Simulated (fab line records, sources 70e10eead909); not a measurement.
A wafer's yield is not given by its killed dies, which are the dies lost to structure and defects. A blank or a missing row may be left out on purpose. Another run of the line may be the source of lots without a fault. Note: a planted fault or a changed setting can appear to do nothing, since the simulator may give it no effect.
fab line records | flow nandHarc
record: lots: 7 wafers: 21 lastDay: 33
route steps=1302 shown P_GATE@205 P_CONTACT@217 END@1302
lots that met no fault: from a run of the same line without faults
startH: start of the lot's first displayed wafer, in hours after the record's first day | waitH: how many hours have passed since the lot's step before this one | " repeats the value in the row above | L1.1+2: a row that stands for several wafers | - no value, or no start given | * or withheld: withheld | < > ~ a bound
route shown NAME@n: a module of which the file shows steps, and the number in the route of the first | usual: mean/standard deviation taken from wafers without a fault | same: alike in all rows | chamber/n: place in a boat | sites: the reading at each site | _std_site: the values' standard deviation | _edge_site: inner sites' mean taken away from outer sites' mean | radiusMm: how far each site lies from the wafer's centre | mask NAME#n: copy n | behind: the most recent tool/chamber to have shaped the wafer | hold: why the lot went on hold/how many hours it stayed there/how the hold came to an end | device: transistor that didn't switch, given as n, p or np | end of line: the route-end tests of the same wafers | for a step that has no rows: nothing shown but its recipe | killed: the dies lost at the first sort to structure and to defects; this is not the yield of the wafer | map: a wafer's dies, marking killed ones x, the rest . and places with no die _
set.NAME: setting as actually run; set.NAME@STEP: the setting as run at that earlier step | model.NAME: the simulator's own value behind a step, which no gauge read
lots at some steps of the route; a table a step, a row a wafer
services: from which hour (startH, from the record's first day; less than 0 if before it) a tool's chamber was out of use, for how many hours, and why
== steps ==
step: NHARC_P_GATE_STRIP_95
recipe: powerW: 1500 tempC: 250 chemistry: O2
usual: drypumpMotorCurrentA: 5.8/0.61 heaterPowerW: 317/33
columns lot.wafer tool chamber startH waitH drypumpMotorCurrentA heaterPowerW rfHoursCounterH
L616.2 plasmaAsher-02 1 150.80 0.6 5.6 281 8
L616.1 " 0 " " 4.7 274 8
L616.3 " 0 " " 4.7 276 -
L617.2 plasmaAsher-02 1 165.53 0.5 5.6 277 11
L617.3 " 0 " " 4.7 282 -
L617.5 " 0 " " 4.7 284 -
L627.3 plasmaAsher-02 0 262.83 0.4 4.7 283 -
L627.4 " 1 " " 5.6 273 -
L627.5 " 1 " " 5.6 278 -
L626.2 plasmaAsher-02 0 263.62 0.5 4.7 281 28
L626.6 " 1 " " 5.6 275 -
L626.5 " 0 " " 4.7 285 -
L628.1 plasmaAsher-02 0 284.54 0.5 4.7 278 35
L628.3 " 0 " " 4.7 281 -
L628.6 " 1 " " 5.6 277 -
L629.2 plasmaAsher-01 1 288.26 0.5 6.1 350 24
L629.5 " 0 " " 6.3 344 -
L629.6 " 1 " " 6.1 352 -
L635.2 plasmaAsher-01 0 353.69 0.6 6.3 347 1
L635.3 " 0 " " 6.3 339 -
L635.6 " 1 " " 6.2 353 -
step: NHARC_P_GATE_STRIP_96
recipe: timeS: 900 tempC: 130 chemistry: SPM
step: NHARC_P_GATE_RTA_64
recipe: tempC: 1050 timeS: 1
usual: lampPowerPct: 34/3.6 wafer_temp_C_max: 1054.7/2.3
columns lot.wafer tool chamber startH waitH lampPowerPct wafer_temp_C_max
L616.1 rtpAnneal-01 0 151.37 - 30 1052.8
L616.2 " 0 " " 30 1053.7
L616.3 " 0 " " 30 1054.1
L617.2 rtpAnneal-02 0 166.12 - 38 1057.2
L617.3 " 0 " " 38 1055.4
L617.5 " 0 " " 38 1055.1
L627.3 rtpAnneal-02 0 263.43 - 38 1056.6
L627.4 " 0 " " 37 1056.3
L627.5 " 0 " " 38 1055.3
L626.2 rtpAnneal-02 0 264.19 - 38 1057.5
L626.5 " 0 " " 37 1060.0
L626.6 " 0 " " 37 1057.3
L628.1 rtpAnneal-02 0 285.10 - 38 1057.4
L628.3 " 0 " " 38 1056.3
L628.6 " 0 " " 38 1054.6
L629.2 rtpAnneal-01 0 288.85 - 30 1053.0
L629.5 " 0 " " 30 1053.8
L629.6 " 0 " " 30 1054.0
L635.2 rtpAnneal-02 0 354.28 - 38 1058.8
L635.3 " 0 " " 38 1057.0
L635.6 " 0 " " 38 1057.8
step: NHARC_P_GATE_ETCH_77
recipe: targetDepthA: 60 chemistry: dHF material: SiO2
step: NHARC_P_GATE_DEGAS_109
recipe: tempC: 300 timeS: 60
usual: heaterPowerW: 446/26
columns lot.wafer tool chamber startH waitH heaterPowerW
L616.3 pvdSputter-03 - 151.67 0.1 444
L616.1 " - " " 444
L616.2 " - " " 467
L617.3 pvdSputter-01 - 166.40 0.1 442
L617.2 " - " " 385
L617.5 " - " " 424
L627.4 pvdSputter-03 - 263.67 0.1 422
L627.3 " - " " 487
L627.5 " - " " 422
L626.2 pvdSputter-02 - 264.49 0.1 458
L626.5 " - " " 459
L626.6 " - " " 467
L628.1 pvdSputter-03 - 285.40 0.1 452
L628.3 " - " " 478
L628.6 " - " " 461
L629.2 pvdSputter-02 - 289.13 0.1 440
L629.6 " - " " 425
L629.5 " - " " 444
L635.3 pvdSputter-01 - 354.56 0.1 503
L635.2 " - " " 371
L635.6 " - " " 488
step: NHARC_P_GATE_PRE_CLEAN_110
recipe: timeS: 30 biasV: 200 gas: Ar
step: NHARC_P_GATE_SPUTTER_78
recipe: targetThkA: 100 material: Ni
step: NHARC_P_GATE_SPUTTER_79
recipe: targetThkA: 100 material: TiN
step: NHARC_P_GATE_RTA_80
recipe: tempC: 300 timeS: 30
usual: wafer_temp_C_max: 301.4/0.68
columns lot.wafer tool chamber startH waitH wafer_temp_C_max
L616.1 rtpAnneal-01 0 151.97 - 300.6
L616.2 " 0 " " 300.9
L616.3 " 0 " " 300.6
L617.2 rtpAnneal-01 0 166.72 - 301.0
L617.3 " 0 " " 300.7
L617.5 " 0 " " 300.9
L627.3 rtpAnneal-02 0 264.03 - 302.2
L627.4 " 0 " " 302.3
L627.5 " 0 " " 302.0
L626.2 rtpAnneal-01 0 264.80 - 300.9
L626.5 " 0 " " 300.5
L626.6 " 0 " " 300.5
L628.1 rtpAnneal-01 0 285.70 - 300.8
L628.3 " 0 " " 301.0
L628.6 " 0 " " 300.9
L629.2 rtpAnneal-01 0 289.45 - 300.9
L629.5 " 0 " " 300.9
L629.6 " 0 " " 300.7
L635.2 rtpAnneal-02 0 354.88 - 301.1
L635.3 " 0 " " 302.2
L635.6 " 0 " " 302.3
step: NHARC_P_GATE_STRIP_67
recipe: timeS: 600 tempC: 130 chemistry: SPM
step: NHARC_P_GATE_RTA_82
recipe: tempC: 450 timeS: 30
usual: lampPowerPct: 3.9/0.42 wafer_temp_C_max: 452.0/1.1
columns lot.wafer tool chamber startH waitH lampPowerPct wafer_temp_C_max
L616.1 rtpAnneal-01 0 152.43 - 3.5 451.3
L616.2 " 0 " " 3.5 451.0
L616.3 " 0 " " 3.5 451.0
L617.2 rtpAnneal-01 0 167.33 - 3.5 451.1
L617.3 " 0 " " 3.5 451.1
L617.5 " 0 " " 3.5 451.1
L627.3 rtpAnneal-02 0 264.48 - 4.4 452.7
L627.4 " 0 " " 4.4 453.4
L627.5 " 0 " " 4.4 453.2
L626.2 rtpAnneal-02 0 265.27 - 4.4 454.0
L626.5 " 0 " " 4.4 453.3
L626.6 " 0 " " 4.4 454.0
L628.1 rtpAnneal-01 0 286.16 - 3.5 451.4
L628.3 " 0 " " 3.5 450.9
L628.6 " 0 " " 3.5 451.0
L629.2 rtpAnneal-01 0 289.92 - 3.5 450.9
L629.5 " 0 " " 3.5 451.0
L629.6 " 0 " " 3.5 450.8
L635.2 rtpAnneal-02 0 355.34 - 4.4 453.6
L635.3 " 0 " " 4.4 453.6
L635.6 " 0 " " 4.4 452.8
step: NHARC_P_GATE_INSPECT_68
usual: rawDefectCount: 200/76
columns lot.wafer tool chamber startH waitH rawDefectCount
L616.1 defectInspect-02 - 152.65 0.2 106
L616.2 " - " " 139
L616.3 " - " " 112
L617.2 defectInspect-01 - 167.50 0.1 134
L617.3 " - " " 166
L617.5 " - " " 157
L627.3 defectInspect-01 - 264.63 0.1 69
L627.4 " - " " 156
L627.5 " - " " 86
L626.2 defectInspect-01 - 265.44 0.1 126
L626.5 " - " " 262
L626.6 " - " " 219
L628.1 defectInspect-01 - 286.36 0.2 82
L628.3 " - " " 120
L628.6 " - " " 154
L629.2 defectInspect-01 - 290.09 0.1 141
L629.5 " - " " 240
L629.6 " - " " 188
L635.2 defectInspect-02 - 355.51 0.1 151
L635.3 " - " " 465
L635.6 " - " " 138
step: NHARC_P_CONTACT_DEP_30
recipe: targetThkA: 300 tempC: 400 targetThkNm: 30 flowSccm: 200 rfW: 450 material: SiNx
usual: heaterPowerOuterW: 433/73 heaterPowerW: 714/85
columns lot.wafer tool chamber startH waitH heaterPowerOuterW heaterPowerW
L616.1 pecvd-02 0 152.72 0.1 489 795
L616.2 " 1 " " 422 698
L616.3 " 2 " " 429 695
L617.2 pecvd-03 0 167.61 0.1 488 783
L617.3 " 1 " " 378 628
L617.5 " 0 " " 486 753
L627.3 pecvd-03 1 264.73 0.1 - -
L627.5 " 1 " " - -
L627.4 " 2 " " - -
L626.2 pecvd-03 2 265.54 0.1 - -
L626.6 " 2 " " - -
L626.5 " 0 " " - -
L628.1 pecvd-03 0 286.48 0.1 - -
L628.3 " 2 " " - -
L628.6 " 0 " " - -
L629.2 pecvd-02 2 290.16 0.1 409 677
L629.5 " 2 " " 427 698
L629.6 " 1 " " 420 705
L635.3 pecvd-04 0 355.58 0.1 506 762
L635.2 " 1 " " 309 581
L635.6 " 1 " " 311 592
step: NHARC_P_CONTACT_DEP_00
recipe: targetThkA: 5000 tempC: 400 pressureTorr: 6.5 rfW: 900 teosFlowSccm: 161.4 flowSccm: 2650 targetThkNm: 500 gas: O2 material: SiO2
step: NHARC_END_SORT_01
recipe: tempC: 25
usual: killedAtArray: 54/17 killedAtOther: 1.0/1.4 killedAtPeriphery: 3.6/2.1 killedDies: 58/17 killedOpen: 3.2/2 killedShort: 2.5/1.5
same: grossDies: 677
columns lot.wafer tool chamber startH waitH killedAtArray killedAtOther killedAtPeriphery killedDies killedOpen killedShort
L617.2 prober-01 0 618.78 2.8 48 0 1 49 2 4
L617.3 prober-01 0 619.58 3.1 60 0 1 61 2 2
L617.5 prober-01 0 621.18 3.7 42 0 3 45 2 1
L626.2 prober-02 0 711.74 2.8 63 0 253 316 7 1
L626.5 prober-02 0 714.11 3.7 60 0 250 310 2 3
L626.6 prober-02 0 714.90 4.0 46 0 247 293 1 2
L627.3 prober-01 0 712.51 3.1 72 1 263 336 7 0
L627.4 prober-01 0 713.31 3.4 57 0 270 327 9 4
L627.5 prober-01 0 714.11 3.7 52 0 255 307 6 3
L628.1 prober-01 0 722.22 2.5 50 0 263 313 1 0
L628.3 prober-01 0 723.84 3.1 30 0 282 312 3 2
L628.6 prober-01 0 726.28 4.1 52 0 257 309 2 4
killed by level:class
L617.2 A_SLIT:chamberFilmFlake=21 A_CHANNEL_HOLE_D2:chamberFilmFlake=8 A_ZERO_WELL:chamberFilmFlake=4 A_CHANNEL_HOLE_D1:chamberFilmFlake=3 A_WL_FILL:chamberFilmFlake=3 A_WL_FILL:geometricParticle:short=2 A_STAIRCASE:chamberFilmFlake=2 A_DECK1_JOINT:geometricParticle:open=1
L617.3 A_SLIT:chamberFilmFlake=33 A_CHANNEL_HOLE_D2:chamberFilmFlake=9 A_CHANNEL_HOLE_D1:chamberFilmFlake=5 A_ZERO_WELL:chamberFilmFlake=2 A_CHANNEL_FILL_D2:chamberFilmFlake=2 A_CONTACT:chamberFilmFlake=2 A_ONON_D1:geometricParticle:open=1 A_ONON_D2:geometricParticle:open=1
L617.5 A_SLIT:chamberFilmFlake=26 A_CHANNEL_HOLE_D2:chamberFilmFlake=4 A_WL_FILL:chamberFilmFlake=4 P_GATE:chamberFilmFlake=2 A_ZERO_WELL:chamberFilmFlake=2 A_CHANNEL_HOLE_D1:chamberFilmFlake=2 P_M0:geometricParticle:open=1 A_SOURCE_PLATE:geometricParticle:open=1
L626.2 P_CONTACT:areaDep=247 A_SLIT:chamberFilmFlake=38 A_CHANNEL_HOLE_D1:chamberFilmFlake=15 P_CONTACT:geometricParticle:open=2 P_M0:geometricParticle:open=2 A_BLC:chamberFilmFlake=2 A_STAIRCASE:chamberFilmFlake=2 A_CONTACT:chamberFilmFlake=2
L627.3 P_CONTACT:areaDep=258 A_CHANNEL_HOLE_D1:chamberFilmFlake=31 A_CHANNEL_HOLE_D2:chamberFilmFlake=23 A_STAIRCASE:chamberFilmFlake=8 P_GATE:chamberFilmFlake=3 A_CONTACT:chamberFilmFlake=3 A_WL_FILL:geometricParticle:open=2 P_M0:geometricParticle:open=1
L627.4 P_CONTACT:areaDep=261 A_CHANNEL_HOLE_D2:chamberFilmFlake=25 A_CHANNEL_HOLE_D1:chamberFilmFlake=10 A_STAIRCASE:chamberFilmFlake=9 P_CONTACT:geometricParticle:open=4 P_BONDPAD:chamberFilmFlake=2 A_CONTACT:chamberFilmFlake=2 P_M0:geometricParticle:short=1
L626.5 P_CONTACT:areaDep=246 A_SLIT:chamberFilmFlake=40 A_CHANNEL_HOLE_D1:chamberFilmFlake=4 A_STAIRCASE:chamberFilmFlake=4 A_CONTACT:chamberFilmFlake=4 A_M0:geometricParticle:open=2 P_STI:chamberFilmFlake=2 P_GATE:chamberFilmFlake=2
L627.5 P_CONTACT:areaDep=247 A_CHANNEL_HOLE_D2:chamberFilmFlake=24 A_CHANNEL_HOLE_D1:chamberFilmFlake=11 A_STAIRCASE:chamberFilmFlake=8 P_M0:geometricParticle:open=3 P_BONDPAD:chamberFilmFlake=3 A_CONTACT:chamberFilmFlake=3 A_SOURCE_PLATE:geometricParticle:open=1
L626.6 P_CONTACT:areaDep=246 A_SLIT:chamberFilmFlake=32 A_CHANNEL_HOLE_D1:chamberFilmFlake=7 A_CONTACT:chamberFilmFlake=4 A_ONON_D2:geometricParticle:short=1 A_CHANNEL_HOLE_D1:geometricParticle:short=1 A_M1:geometricParticle:open=1 P_STI:chamberFilmFlake=1
L628.1 P_CONTACT:areaDep=258 A_CHANNEL_HOLE_D1:chamberFilmFlake=36 A_CONTACT:chamberFilmFlake=7 P_M1:chamberFilmFlake=5 A_SLIT:chamberFilmFlake=3 A_STAIRCASE:chamberFilmFlake=2 A_M0:geometricParticle:open=1 A_CHANNEL_FILL_D1:chamberFilmFlake=1
L628.3 P_CONTACT:areaDep=278 A_CHANNEL_HOLE_D1:chamberFilmFlake=10 A_CONTACT:chamberFilmFlake=5 P_M1:chamberFilmFlake=4 A_SLIT:chamberFilmFlake=4 A_STAIRCASE:chamberFilmFlake=3 A_ONON_D2:geometricParticle:open=2 A_ONON_D1:geometricParticle:short=1
L628.6 P_CONTACT:areaDep=254 A_CHANNEL_HOLE_D1:chamberFilmFlake=34 A_CONTACT:chamberFilmFlake=8 A_M0:geometricParticle:short=3 A_SLIT:chamberFilmFlake=3 P_M1:chamberFilmFlake=2 A_ONON_D1:geometricParticle:short=1 A_ONON_D1:geometricParticle:open=1
map L626.2 (x killed, . not)
____________.____________
_________.x.xx.._________
_______xxxx.x.xx.x_______
______.x...x.....x.______
_____xx..xx..x..x..x_____
____xxx...x..x....x.x____
____.xx.xx...x.....x.____
___x.xx.xx..x.xxxxx..x___
___x.x..x....x..x.xx.x___
__xx..x.x..x.x..x.x.xx.__
__xx.xx.x.....x.xxx.xxx__
_xxxx......x.x.x.xxxx.xx_
_xxx.x.x....x..xxxxxxxx._
_xxx..x......x...x.xx.x._
_xxx.....x....xxxx.x...x_
_xxx....x......xx.....xx_
xx.x.x.x..........x.xxx.x
xxx.....xx..........x.x.x
x.xxx..................xx
xxxx...x...........x..x.x
xx.................x....x
_x.xxxx...x.x...x.x.xx.x_
_x.xx.x....x....x.....x._
_xxxxx..x.....x....x..x._
_xx......x............xx_
_xxx..........x.xxxx.xxx_
__xxxxx..x...x.xx...xx.__
__xxxx........x..x.xxxx__
___xx.....x....x....xx___
___xxxx....xxxx.xx..xx___
____xxx.xxxxx.xxx..xx____
____x.xxxxxxx..xx..xx____
_____.xxxxxxxx...xxx_____
______xxxxxxxxxxxxx______
_______xxxxxx.xxxx_______
_________xxxxxxx_________
____________x____________
map L627.3 (x killed, . not)
____________.____________
_________xxxx.xx_________
_______x.xxxx.xxxx_______
______xx.xxx...x.xx______
_____x.x.xx..x.xxxxx_____
____x.xxxxx...x..xxxx____
____xxx.xx.x.x...xxxx____
___xxxx.xx......x.xx.x___
___xxx..x.x..xx....x.x___
__xx.xxxxx......x.x..xx__
__xxx..x........x.xxxx.__
_x.x.x.x...xx...x.x.x.xx_
_xxxxx......x..x.x...x.x_
_.xxx...............xx.x_
_xxxxxx.........x....xx._
_xxxxx.x........x....xxx_
.xxxxx.........x.....xxx.
xxxxxxx...x..x...x...xxxx
x.xxx....x..........xxxxx
xxxx.......x..........x.x
xx.x...x...x...........xx
_xx..x...............xxx_
_...x...x.x..x..x...xxxx_
_xx.x.x..x.............x_
_xx.........x.......xxxx_
_xx...x..x.x..x....xx.xx_
__xxxx.xx...x..x...x.x.__
__x.xxxxx..xx.....x.x.x__
___x.xxx...x.xxxxx..xx___
___xxx.x....xxx..x.xxx___
____xxxxx.xxxxxxxxxxx____
____xx....x.x.x.xxxxx____
_____xxxx.xx.xxx.xxx_____
______xx.xxx.xxxxxx______
_______xx.xxxxxxxx_______
_________xxxxxxx_________
____________x____________
== services ==
columns tool chamber startH hours kind
pvdSputter-02 - 132.29 10.0 pm
plasmaAsher-01 - 165.00 9.0 pm
pvdSputter-03 - 170.00 10.0 pm
pecvd-03 - 185.25 13.0 pm
pecvd-03 0 185.25 13.0 ventCycle
pecvd-03 1 185.25 13.0 ventCycle
pecvd-03 2 185.25 13.0 ventCycle
pvdSputter-01 - 226.87 10.0 pm
pecvd-02 - 227.41 13.0 pm
pecvd-03 - 233.94 0.7 repair
pvdSputter-01 - 239.13 5.3 repair
pecvd-03 1 254.41 4.9 repair
pecvd-04 - 265.02 1.7 repair
pecvd-04 - 269.09 13.0 pm
pecvd-03 1 285.71 4.9 repair
plasmaAsher-02 - 287.80 4.5 repair
plasmaAsher-02 0 301.29 - clean
plasmaAsher-02 1 301.29 - clean
pvdSputter-02 - 310.29 10.0 pm
pvdSputter-02 - 323.59 2.7 repair
pecvd-03 2 326.94 4.7 repair
plasmaAsher-01 - 342.00 9.0 pm
pvdSputter-02 - 343.67 7.9 repair
pvdSputter-03 - 348.00 10.0 pm
== key ==
firstSign: step: NHARC_P_CONTACT_DEP_30 reading: toolRecord direction: missing
effect: step: NHARC_END_SORT_01 reading: killedAtPeriphery direction: up sigmas: 99+ usual: 3.6 struck: 260
moreKillsBornAt: NHARC_P_CONTACT_DEP_30@pecvd-03: 2295
metAt NHARC_P_CONTACT_DEP_30
struckWafers L626.2,L626.5,L626.6,L627.3,L627.4,L627.5,L628.1,L628.3,L628.6
testerLeftOut L626,L627,L628
onsetBetween 167.61 264.73
fault: kind: skippedStepWhole tool: pecvd-03 chamber: - onsetH: 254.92 steps: NHARC_P_CONTACT_DEP_30 scope: struckLotsOnly
testerLeftOut: of these lots the tester's yield and bins aren't shown, on N5 and GAA mostly nor the transistor test; their killed dies are dies lost to structure and defects alone, not to doping, threshold or leakage, so they don't give the yield
